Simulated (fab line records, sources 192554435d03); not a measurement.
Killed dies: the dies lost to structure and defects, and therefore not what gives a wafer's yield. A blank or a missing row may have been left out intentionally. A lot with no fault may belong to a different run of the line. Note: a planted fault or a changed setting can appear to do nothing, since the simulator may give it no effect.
Chamber matching -- flow n5-finfet -- pecvd-04 running N5_BEOL_M10_DEP_56: 3 sister chambers
The step deposits SiCN from 3MS/NH3, target thk 15 nm, time 26.5 s. 3 wafers are shown with their chamber, then 7 later ones without.

WAFERS, EACH WITH ITS CHAMBER
wafer,chamber,throttle-valve-pct (%)
L086.5,1,8.8
L091.1,0,9.7
L091.4,2,8.5

WAFERS WITH NO CHAMBER GIVEN
wafer,throttle-valve-pct (%)
L091.6,8.8
L092.3,9.1
L092.4,8.8
L092.6,9.8
L094.1,9.7
L094.5,9.8
L094.6,8.4

CHAMBER TAKEN BY EACH
wafer,from the rows above,in truth
L091.6,1,1
L092.3,1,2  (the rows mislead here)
L092.4,1,1
L092.6,0,0
L094.1,0,0
L094.5,0,0
L094.6,2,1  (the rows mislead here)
Correctly placed: 5 of 7. From these rows, 0 cannot be placed. Number placed wrongly: 2.
How it was worked out, from the rows above alone: a wafer's distance from a chamber is the root of the sum, over the readings, of the square of ((its reading less the chamber's mean) divided by the reading's scatter). If the next closest chamber is less than 2 further off than the closest, the wafer can't be placed; otherwise it belongs to the closest. Each chamber's mean is taken over the wafers shown for it. The scatter: root of mean squared gap, hidden wafer to nearest shown wafer, with one shown wafer a chamber.
